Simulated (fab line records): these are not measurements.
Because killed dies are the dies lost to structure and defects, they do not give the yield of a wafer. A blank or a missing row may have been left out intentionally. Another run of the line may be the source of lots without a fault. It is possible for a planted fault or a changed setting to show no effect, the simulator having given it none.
Which tool is to blame? / flow n5Finfet / 10 lots, 30 wafers sampled, at 2 steps of a route of 1938

## WHAT EACH GAUGE READ, for each wafer
N5_BEOL_M10_OVL_MEAS_12.
lot=L769; measured=day 10 17:25; on=overlay-01; M10_OVL (nm)=0.3 0.7 1.7
lot=L774; measured=day 12 10:10; on=overlay-01; M10_OVL (nm)=-1.9 -0.5 -0.8
lot=L772; measured=day 12 12:01; on=overlay-02; M10_OVL (nm)=0.1 0.3 -0.4
lot=L773; measured=day 12 13:04; on=overlay-01; M10_OVL (nm)=0.6 0.2 0.4
lot=L775; measured=day 13 02:13; on=overlay-01; M10_OVL (nm)=0.8 0.2 -0.6
lot=L776; measured=day 13 12:04; on=overlay-02; M10_OVL (nm)=0.9 1.0 1.1
lot=L782; measured=day 14 17:09; on=overlay-01; M10_OVL (nm)=0.9 1.6 0.3
lot=L784; measured=day 15 00:13; on=overlay-02; M10_OVL (nm)=0.7 1.0 1.4
lot=L783; measured=day 15 00:16; on=overlay-02; M10_OVL (nm)=0.5 1.1 0.3
lot=L787; measured=day 16 10:29; on=overlay-02; M10_OVL (nm)=-0.1 0.7 0.5

## WHICH TOOL RAN EACH LOT (tool, then ch and the chambers of the sampled wafers, then the start)
lot=L769; N5_BEOL_M9_SPUTTER_48=pvdSputter-03, day 10 14:28
lot=L774; N5_BEOL_M9_SPUTTER_48=pvdSputter-01, day 12 06:34
lot=L772; N5_BEOL_M9_SPUTTER_48=pvdSputter-02, day 12 09:50
lot=L773; N5_BEOL_M9_SPUTTER_48=pvdSputter-02, day 12 10:13
lot=L775; N5_BEOL_M9_SPUTTER_48=pvdSputter-01, day 12 23:16
lot=L776; N5_BEOL_M9_SPUTTER_48=pvdSputter-01, day 13 06:47
lot=L782; N5_BEOL_M9_SPUTTER_48=pvdSputter-03, day 14 12:25
lot=L784; N5_BEOL_M9_SPUTTER_48=pvdSputter-01, day 14 20:52
lot=L783; N5_BEOL_M9_SPUTTER_48=pvdSputter-03, day 14 21:04
lot=L787; N5_BEOL_M9_SPUTTER_48=pvdSputter-02, day 16 05:47
- N5_BEOL_M9_SPUTTER_48: material Cu, target thk 12 nm, time 2 s.

## THE ANSWER, worked out from the rows above alone
Rule: what is usual is taken from the lots themselves. Put in order of their means at a reading, lots are off if they are a third of the lots or fewer, leave a main group of 4 or more, and stand apart from it by a gap of 3 or more times the standard deviation of the main group's means; of several such gaps the widest counts. A main group is skipped when, at the precision printed for the reading in the tables above, its means are all equal. Also off: a lot with no number at a reading for which 4 or more lots have one. All remaining lots with rows at the step are treated as sound.
Across all readings shown, no lot is off: no conclusion can be drawn from this.

## WHAT THE SIMULATOR HAD INSERTED
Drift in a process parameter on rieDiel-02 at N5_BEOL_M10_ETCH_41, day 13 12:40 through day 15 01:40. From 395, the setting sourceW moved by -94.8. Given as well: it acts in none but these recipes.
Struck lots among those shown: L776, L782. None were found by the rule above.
